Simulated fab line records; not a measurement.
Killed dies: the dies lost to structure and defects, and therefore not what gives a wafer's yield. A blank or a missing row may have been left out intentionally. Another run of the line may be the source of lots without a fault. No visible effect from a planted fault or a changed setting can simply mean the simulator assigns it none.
fab line records	flow nandHarc
record: lots: 12	wafers: 36	lastDay: 24
route steps=1159 shown P_GATE@146 END@1159
lots with no fault: from the same line, run without faults
startH: the number of hours between the record's first day and the start of the first shown wafer of the lot	waitH: time in hours since the lot's previous step	" identical to the entry in the row above	L1.1+2: a single row standing in for several wafers	- no value, or no start was given	* or withheld: withheld	< > ~ a bound
route shown NAME@n: NAME is a module with steps in the file, n the number in the route of the first one	usual: the fault-free wafers' mean and standard deviation	same: alike in all rows	chamber/n: place in a boat	sites: the reading at each site	_std_site: the standard deviation of these	_edge_site: mean of outer sites minus mean of inner sites	radiusMm: how far each site lies from the wafer's centre	mask NAME#n: copy n	behind: tool/chamber where the wafer was last shaped	hold: what put the lot on hold/how long, in hours/how the hold closed	device: names the non-switching transistor (n, p or np)	end of line: tests run on the same wafers once the route is complete	a step without rows: its recipe alone	killed: the dies lost at the first sort to structure and to defects; this is not the yield of the wafer	map: per-die view of a wafer (x killed, . not killed, _ where there is no die)
set.NAME: setting as actually run; set.NAME@STEP: the setting as run at that earlier step	model.NAME: the simulator's own value behind a step, which no gauge read
steps of the route over a sample of lots; a table a step, a row a wafer
services: a tool's chamber out of use, with start hour (startH, from the record's first day; less than 0 if before it), hours out, and reason
== steps ==
step: NHARC_P_GATE_HM_OPEN_105
recipe: targetDepthA: 3600	o2FlowSccm: 400	cosFlowSccm: 20	arFlowSccm: 0	rfW: 500	biasW: 300	chemistry: O2/COS
usual: biasW: 299.8/0.95	chamberPressureMTorr: 20.000/0.018	drypumpMotorCurrentA: 5.8/0.48	oesProductAu: 1.003/0.012	rfVppV: 467.5/2.4	showerheadPlenumPTorr: 3.14/0.11	throttleValvePct: 28.329/0.0091
lot.wafer	tool	chamber	startH	waitH	biasW	chamberPressureMTorr	drypumpMotorCurrentA	oesProductAu	rfHoursCounterH	rfVppV	showerheadPlenumPTorr	throttleValvePct
L581.2	rieDiel-02	2	-	-	299.9	19.991	5.7	0.986	36	469.5	3.19	28.318
L581.1	"	0	"	"	298.4	19.992	6.0	0.991	40	464.8	3.03	28.332
L581.5	"	3	"	"	299.2	19.994	5.3	1.002	-	466.9	3.10	28.323
L582.1	rieDiel-07	2	-	-	300.2	20.020	6.0	1.016	13	467.7	3.16	28.312
L582.4	"	3	"	"	298.4	19.967	6.2	0.992	12	471.7	3.31	28.345
L582.6	"	0	"	"	301.0	19.976	5.5	1.003	-	470.4	3.26	28.340
L583.3	rieDiel-07	3	-	-	300.3	20.007	6.2	0.992	13	470.7	3.31	28.328
L583.4	"	1	"	"	300.8	20.003	5.7	1.017	13	469.8	3.22	28.328
L583.5	"	0	"	"	299.5	20.012	5.5	1.011	-	470.3	3.26	28.337
L586.1	rieDiel-07	2	-	-	300.3	19.993	6.0	1.027	16	467.2	3.16	28.330
L586.4	"	0	"	"	300.6	20.001	5.5	1.000	15	469.9	3.26	28.342
L586.5	"	3	"	"	298.1	19.966	6.2	0.990	-	470.0	3.31	28.324
L589.4	rieDiel-02	0	-	-	299.6	20.035	6.1	0.994	55	464.9	3.02	28.320
L589.2	"	1	"	"	299.7	19.988	6.2	1.016	57	468.0	3.12	28.336
L589.1	"	3	"	"	299.6	19.987	5.3	0.992	48	465.2	3.09	28.306
L591.4	rieDiel-04	0	-	-	300.7	20.035	4.9	0.995	8	462.9	2.96	28.314
L591.6	"	2	"	"	300.5	19.987	5.8	0.996	-	466.8	3.04	28.331
L591.5	"	3	"	"	299.2	20.004	6.5	1.006	-	470.2	3.27	28.325
L592.1	rieDiel-04	2	-	-	300.2	19.991	5.8	1.006	8	466.3	3.04	28.335
L592.4	"	0	"	"	300.1	19.967	4.9	0.997	8	465.1	2.96	28.335
L592.5	"	2	"	"	301.7	20.041	5.8	1.002	-	465.1	3.04	28.326
L593.1	rieDiel-07	1	-	-	298.4	20.010	5.6	1.030	40	468.9	3.21	28.318
L593.3	"	2	"	"	299.7	19.987	5.9	1.024	43	467.1	3.14	28.330
L593.5	"	1	"	"	299.6	19.993	5.6	1.013	-	468.9	3.21	28.329
L598.4	rieDiel-04	3	-	-	299.1	20.008	6.5	1.002	19	471.2	3.26	28.338
L598.5	"	1	"	"	299.4	19.989	5.7	1.013	-	470.0	3.21	28.336
L598.6	"	2	"	"	299.1	20.006	5.8	1.003	-	464.9	3.04	28.331
L599.3	rieDiel-02	0	-	-	301.4	20.000	6.0	1.016	13	464.5	3.02	28.327
L599.1	"	2	"	"	298.9	19.995	5.7	1.013	12	467.5	3.17	28.327
L599.2	"	3	"	"	301.2	20.000	5.3	1.001	13	467.3	3.09	28.324
L601.2	rieDiel-04	1	-	-	300.1	19.987	5.7	1.014	22	469.8	3.21	28.333
L601.4	"	3	"	"	299.8	19.999	6.5	1.000	21	470.3	3.26	28.322
L601.5	"	0	"	"	299.9	20.021	4.9	0.991	-	462.7	2.96	28.346
L602.3	rieDiel-04	0	-	-	299.0	20.000	4.8	0.993	20	462.7	2.96	28.334
L602.5	"	3	"	"	299.9	20.035	6.5	1.006	-	471.0	3.26	28.324
L602.6	"	0	"	"	298.6	20.039	4.8	0.988	-	463.2	2.96	28.320
step: NHARC_P_GATE_ALD_36
recipe: targetThkA: 200	pulseTimeS: 60	aldCycles: 223	tempC: 400	material: SiNx
usual: aldCycles: 223/0	heaterPowerW: 769/93	precursorPulseHeightRel: 1.000/0.02
same: pulseTimeS: 60
lot.wafer	tool	chamber	startH	waitH	aldCycles	heaterPowerW	precursorPulseHeightRel
L582.4	aldSin-03	3	94.13	-	223	686	1.039
L582.1	"	1	96.24	-	223	785	1.003
L582.6	"	3	98.35	-	223	663	1.018
L581.2	aldSin-04	1	94.89	-	223	647	1.011
L581.1	"	2	95.92	-	223	798	0.995
L581.5	"	0	97.98	-	223	741	0.949
L583.4	aldSin-01	2	106.96	-	223	802	0.989
L583.3	"	3	108.00	-	223	1002	1.017
L583.5	"	2	111.13	-	223	816	1.003
L586.1	aldSin-03	3	116.50	-	223	668	1.014
L586.4	"	0	117.57	-	223	771	0.985
L586.5	"	1	118.63	-	223	747	0.953
L589.1	aldSin-03	2	142.55	-	205	644	1.001
L589.4	"	3	143.63	-	205	688	1.000
L589.2	"	1	145.78	-	205	750	1.012
L592.4	aldSin-04	0	154.19	-	223	764	0.992
L592.1	"	3	157.34	-	223	887	0.958
L592.5	"	0	158.39	-	223	752	0.969
L591.4	aldSin-03	1	157.20	-	205	740	0.993
L591.6	"	2	158.24	-	205	657	0.977
L591.5	"	3	159.28	-	205	681	1.000
L593.1	aldSin-03	0	171.32	-	205	764	0.990
L593.3	"	1	172.38	-	205	766	1.017
L593.5	"	1	176.62	-	205	737	1.030
L598.4	aldSin-01	3	195.31	-	223	1014	1.001
L598.6	"	3	199.54	-	223	1022	1.005
L598.5	"	0	200.59	-	223	864	0.995
L599.3	aldSin-04	1	196.00	-	223	666	0.972
L599.1	"	2	197.05	-	223	831	0.989
L599.2	"	3	198.10	-	223	839	0.992
L601.4	aldSin-01	1	209.48	-	223	723	0.989
L601.2	"	2	210.55	-	223	818	1.020
L601.5	"	2	214.80	-	223	802	1.012
L602.3	aldSin-04	1	216.57	-	223	667	0.980
L602.6	"	1	220.87	-	223	674	1.001
L602.5	"	2	221.94	-	223	805	0.973
step: NHARC_P_GATE_STRIP_101
recipe: timeS: 20	o2FlowSccm: 500	arFlowSccm: 0	biasW: 0	chemistry: O2
usual: chamberPressureMTorr: 60.00/0.058	drypumpMotorCurrentA: 5.8/0.46	oesProductAu: 1.001/0.011	rfVppV: 57.8/0.85	showerheadPlenumPTorr: 3.55/0.12	throttleValvePct: 17.035/0.0093
same: biasW: 0	timeS: 20
lot.wafer	tool	chamber	startH	waitH	chamberPressureMTorr	drypumpMotorCurrentA	oesProductAu	rfHoursCounterH	rfVppV	showerheadPlenumPTorr	throttleValvePct
L581.2	rieDiel-04	0	103.34	0.1	59.92	4.8	1.003	33	57.1	3.36	17.041
L581.1	"	2	"	"	60.02	5.8	0.997	29	58.4	3.45	17.042
L581.5	"	2	"	"	59.98	5.8	0.998	-	57.6	3.45	17.033
L582.4	rieDiel-02	0	103.73	0.1	60.05	6.0	0.993	42	56.3	3.43	17.040
L582.1	"	3	"	"	60.07	5.3	1.002	39	58.5	3.50	17.042
L582.6	"	1	"	"	60.06	6.2	1.006	-	58.0	3.53	17.041
L583.3	rieDiel-07	2	116.82	1.5	59.94	5.9	1.010	18	58.1	3.57	17.043
L583.4	"	0	"	"	60.08	5.5	1.002	17	58.1	3.68	17.019
L583.5	"	2	"	"	60.00	6.0	1.023	-	57.2	3.57	17.028
L586.1	rieDiel-04	2	124.03	0.1	59.96	5.7	0.988	0	58.3	3.45	17.033
L586.4	"	3	"	"	60.01	6.5	1.000	0	56.5	3.69	17.037
L586.5	"	1	"	"	60.05	5.7	1.002	-	59.2	3.64	17.042
L589.1	rieDiel-07	3	152.52	0.3	60.08	6.2	0.989	35	58.5	3.72	17.028
L589.2	"	0	"	"	60.02	5.5	0.998	31	58.0	3.67	17.049
L589.4	"	1	"	"	60.07	5.7	1.006	30	57.6	3.63	17.040
L591.4	rieDiel-04	1	163.59	0.1	59.96	5.7	1.010	11	58.9	3.63	17.038
L591.5	"	1	"	"	59.88	5.7	1.009	-	56.7	3.63	17.023
L591.6	"	2	"	"	60.07	5.8	0.999	-	56.6	3.44	17.018
L592.1	rieDiel-02	1	163.76	0.1	59.99	6.2	0.981	1	58.1	3.52	17.041
L592.4	"	2	"	"	59.91	5.8	1.011	1	56.7	3.59	17.031
L592.5	"	0	"	"	60.06	6.0	0.990	-	57.0	3.42	17.043
L593.3	rieDiel-04	2	180.96	0.1	60.07	5.8	1.003	15	57.5	3.44	17.023
L593.1	"	1	"	"	59.98	5.7	1.012	15	58.5	3.63	17.039
L593.5	"	2	"	"	59.97	5.8	1.008	-	57.4	3.44	17.046
L598.4	rieDiel-04	3	204.93	0.1	59.98	6.6	1.000	21	59.0	3.68	17.035
L598.5	"	0	"	"	59.96	4.8	0.969	-	58.3	3.35	17.028
L598.6	"	1	"	"	60.12	5.7	0.998	-	58.0	3.63	17.043
L599.2	rieDiel-04	3	205.56	0.1	59.94	6.5	0.995	21	58.4	3.68	17.033
L599.3	"	0	"	"	59.97	4.8	0.996	19	58.3	3.35	17.049
L599.1	"	1	"	"	60.02	5.7	1.003	21	58.1	3.63	17.041
L601.4	rieDiel-07	0	219.22	0.1	59.86	5.5	0.980	54	58.2	3.66	17.043
L601.2	"	1	"	"	60.05	5.7	1.022	58	58.0	3.62	17.035
L601.5	"	2	"	"	60.05	6.0	1.024	-	56.5	3.54	17.058
L602.3	rieDiel-04	3	226.28	0.1	60.02	6.6	0.997	23	58.2	3.68	17.044
L602.6	"	3	"	"	59.84	6.6	1.006	-	58.7	3.68	17.039
L602.5	"	0	"	"	60.04	4.8	1.001	-	57.3	3.35	17.020
step: NHARC_P_GATE_STRIP_111
recipe: powerW: 1500	tempC: 110	timeS: 250	chemistry: N2/H2
usual: drypumpMotorCurrentA: 5.6/0.49	heaterPowerW: 88/5.4
same: timeS: 250
lot.wafer	tool	chamber	startH	waitH	drypumpMotorCurrentA	heaterPowerW	rfHoursCounterH
L581.1	plasmaAsher-02	0	104.99	0.4	6.1	92	30
L581.2	"	1	"	"	4.9	84	30
L581.5	"	0	"	"	6.1	95	-
L582.1	plasmaAsher-02	1	105.41	0.4	4.9	82	30
L582.4	"	1	"	"	4.9	81	-
L582.6	"	1	"	"	4.9	84	-
L583.3	plasmaAsher-01	1	118.23	0.2	5.8	85	-
L583.4	"	0	"	"	5.5	92	-
L583.5	"	0	"	"	5.5	94	-
L586.1	plasmaAsher-02	1	125.56	0.2	4.9	82	38
L586.4	"	0	"	"	6.1	94	-
L586.5	"	1	"	"	4.9	83	-
L589.1	plasmaAsher-02	1	153.97	0.2	4.9	83	47
L589.2	"	0	"	"	6.2	93	47
L589.4	"	1	"	"	4.9	86	-
L591.4	plasmaAsher-01	0	165.02	0.2	5.5	94	-
L591.6	"	0	"	"	5.5	96	-
L591.5	"	1	"	"	5.8	85	-
L592.1	plasmaAsher-02	0	165.72	0.2	6.2	92	52
L592.4	"	1	"	"	4.9	82	-
L592.5	"	1	"	"	4.9	82	-
L593.1	plasmaAsher-02	0	182.46	0.2	6.1	90	58
L593.3	"	0	"	"	6.1	91	-
L593.5	"	1	"	"	4.9	84	-
L598.4	plasmaAsher-02	1	206.36	0.2	4.9	79	-
L598.6	"	1	"	"	4.9	79	-
L598.5	"	0	"	"	6.1	88	-
L599.2	plasmaAsher-01	0	207.02	0.2	5.5	94	34
L599.1	"	1	"	"	5.8	84	34
L599.3	"	1	"	"	5.8	83	-
L601.2	plasmaAsher-02	0	220.55	0.2	6.1	88	8
L601.4	"	1	"	"	4.9	79	-
L601.5	"	0	"	"	6.1	88	-
L602.3	plasmaAsher-02	0	227.71	0.2	6.2	88	-
L602.5	"	0	"	"	6.1	86	-
L602.6	"	1	"	"	4.9	79	-
step: NHARC_END_SORT_01
recipe: tempC: 25
usual: killedAtArray: 28/11	killedAtOther: 0.8/1.1	killedAtPeriphery: 3.3/2.8	killedDies: 32/11	killedOpen: 3.3/1.9	killedShort: 1.9/1.4
same: grossDies: 677
lot.wafer	tool	chamber	startH	waitH	killedAtArray	killedAtOther	killedAtPeriphery	killedDies	killedOpen	killedShort
L593.1	prober-02	0	513.88	2.5	35	1	6	42	8	3
L593.3	prober-02	0	515.46	3.1	31	3	7	41	6	2
L598.4	prober-01	0	563.42	3.4	23	4	6	33	2	3
L598.5	prober-01	0	564.22	3.7	29	1	2	32	5	1
L598.6	prober-01	0	565.02	4.0	24	2	3	29	4	4
killed by level:class
L593.1 A_SLIT:chamberFilmFlake=11 A_CHANNEL_HOLE_D1:chamberFilmFlake=5 A_STAIRCASE:chamberFilmFlake=4 A_BLC:chamberFilmFlake=4 A_CONTACT:chamberFilmFlake=3 A_SOURCE_PLATE:geometricParticle:open=2 A_BLC:geometricParticle:open=2 P_STI:chamberFilmFlake=2
L593.3 A_SLIT:chamberFilmFlake=17 A_STAIRCASE:chamberFilmFlake=4 A_BLC:chamberFilmFlake=3 P_CONTACT:geometricParticle:open=2 P_STI:chamberFilmFlake=2 THIN_TSV:chamberFilmFlake=2 P_M0:geometricParticle:open=1 A_SOURCE_PLATE:geometricParticle:short=1
L598.4 A_STAIRCASE:chamberFilmFlake=8 A_CHANNEL_HOLE_D1:chamberFilmFlake=6 P_M1:chamberFilmFlake=6 THIN_TSV:chamberFilmFlake=4 A_WL_FILL:chamberFilmFlake=2 A_ONON_D1:geometricParticle:open=1 A_ONON_D1:geometricParticle:short=1 A_CHANNEL_FILL_D1:geometricParticle:short=1
L598.5 A_STAIRCASE:chamberFilmFlake=12 A_CHANNEL_HOLE_D1:chamberFilmFlake=9 A_M0:geometricParticle:open=2 A_CONTACT:chamberFilmFlake=2 A_CHANNEL_FILL_D1:geometricParticle:open=1 A_WL_FILL:geometricParticle:short=1 A_WL_FILL:geometricParticle:open=1 A_CONTACT:geometricParticle:open=1
L598.6 A_STAIRCASE:chamberFilmFlake=10 A_CHANNEL_HOLE_D1:chamberFilmFlake=7 A_WL_FILL:geometricParticle:short=2 P_M0:geometricParticle:open=1 A_ONON_D1:geometricParticle:open=1 A_SLIT:geometricParticle:open=1 A_CONTACT:geometricParticle:open=1 A_M0:geometricParticle:short=1
== services ==
tool	chamber	startH	hours	kind
rieDiel-02	2	76.52	9.1	repair
rieDiel-04	1	86.16	35.7	repair
rieDiel-04	0	90.98	-	clean
rieDiel-04	2	90.98	-	clean
rieDiel-04	3	90.98	-	clean
plasmaAsher-01	-	99.24	9.0	pm
rieDiel-04	2	109.67	10.2	repair
rieDiel-04	-	112.27	9.0	pm
rieDiel-04	0	112.27	9.0	ventCycle
rieDiel-04	3	112.27	9.0	ventCycle
rieDiel-02	3	123.35	4.3	repair
rieDiel-02	2	126.90	3.8	repair
rieDiel-02	3	129.39	6.6	repair
aldSin-03	0	137.03	3.0	repair
aldSin-01	-	148.28	10.0	pm
rieDiel-02	-	150.90	9.0	pm
plasmaAsher-01	-	152.27	4.5	repair
rieDiel-07	0	156.86	6.5	repair
rieDiel-04	0	177.00	7.6	repair
plasmaAsher-02	-	183.25	9.0	pm
aldSin-04	-	186.00	10.0	pm
rieDiel-02	1	193.72	2.0	repair
rieDiel-02	3	196.56	13.3	repair
aldSin-03	-	215.98	2.0	repair
== key ==
firstSign: step: NHARC_P_GATE_ALD_36	reading: aldCycles	direction: down	sigmas: 99+	usual: 223	struck: 205
effect none on later readings
metAt NHARC_P_GATE_ALD_36
struckLots L589,L591,L593
testerLeftOut L589,L591,L593
notActingAt NHARC_P_GATE_HM_OPEN_105,NHARC_P_GATE_STRIP_101,NHARC_P_GATE_STRIP_111
fault: kind: processParameterDrift	tool: aldSin-03	chamber: -	onsetH: 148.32	steps: NHARC_P_GATE_ALD_36	channel: aldCycles	offset: -18	shape: step	endH: 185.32	stated: 223
testerLeftOut: of these lots the tester's yield and bins aren't shown, on N5 and GAA mostly nor the transistor test; their killed dies are dies lost to structure and defects alone, not to doping, threshold or leakage, so they don't give the yield
